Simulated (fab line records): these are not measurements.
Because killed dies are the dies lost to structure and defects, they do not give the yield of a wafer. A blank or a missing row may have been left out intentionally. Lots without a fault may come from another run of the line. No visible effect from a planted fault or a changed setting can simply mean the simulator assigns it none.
Matching of chambers || flow n5 finfet || rie diel-01 running N5_MOL_CONTACT_COAG_ETCH_65: 4 sister chambers
The step etches underlayer in N2/H2, target depth 13 nm, time 10.4 s. 4 wafers are shown with their chamber, then 12 later ones without.

WAFERS, EACH WITH ITS CHAMBER
{"wafer": "L084.6", "chamber": 0, "drypump motor current A (A)": 5.1}
{"wafer": "L090.3", "chamber": 3, "drypump motor current A (A)": 5.2}
{"wafer": "L090.4", "chamber": 2, "drypump motor current A (A)": 5.8}
{"wafer": "L090.6", "chamber": 1, "drypump motor current A (A)": 5.6}

WAFERS WITHOUT THEIR CHAMBER
{"wafer": "L091.1", "drypump motor current A (A)": 5.8}
{"wafer": "L091.3", "drypump motor current A (A)": 5.0}
{"wafer": "L091.5", "drypump motor current A (A)": 5.6}
{"wafer": "L096.1", "drypump motor current A (A)": 5.2}
{"wafer": "L096.2", "drypump motor current A (A)": 5.8}
{"wafer": "L096.5", "drypump motor current A (A)": 5.1}
{"wafer": "L095.2", "drypump motor current A (A)": 5.6}
{"wafer": "L095.3", "drypump motor current A (A)": 5.1}
{"wafer": "L095.5", "drypump motor current A (A)": 5.8}
{"wafer": "L097.2", "drypump motor current A (A)": 5.1}
{"wafer": "L097.3", "drypump motor current A (A)": 5.6}
{"wafer": "L097.6", "drypump motor current A (A)": 5.2}

EACH ONE'S CHAMBER
{"wafer": "L091.1", "from the rows above": 2, "in truth": 2}
{"wafer": "L091.3", "from the rows above": 0, "in truth": 0}
{"wafer": "L091.5", "from the rows above": 1, "in truth": 1}
{"wafer": "L096.1", "from the rows above": 3, "in truth": 3}
{"wafer": "L096.2", "from the rows above": 2, "in truth": 2}
{"wafer": "L096.5", "from the rows above": 0, "in truth": 0}
{"wafer": "L095.2", "from the rows above": 1, "in truth": 1}
{"wafer": "L095.3", "from the rows above": 0, "in truth": 0}
{"wafer": "L095.5", "from the rows above": 2, "in truth": 2}
{"wafer": "L097.2", "from the rows above": 0, "in truth": 0}
{"wafer": "L097.3", "from the rows above": 1, "in truth": 1}
{"wafer": "L097.6", "from the rows above": 3, "in truth": 3}
Correct placement for 12 of the 12. Number that these rows cannot place: 0. Number placed wrongly: 0.
How it was worked out, from the rows above alone: a wafer's distance from a chamber is the root of the sum, over the readings, of the square of ((its reading less the chamber's mean) divided by the reading's scatter). If the next closest chamber is less than 2 further off than the closest, the wafer can't be placed; otherwise it belongs to the closest. A chamber's mean is the mean of its shown wafers. The scatter: root of mean squared gap, hidden wafer to nearest shown wafer, with one shown wafer a chamber.
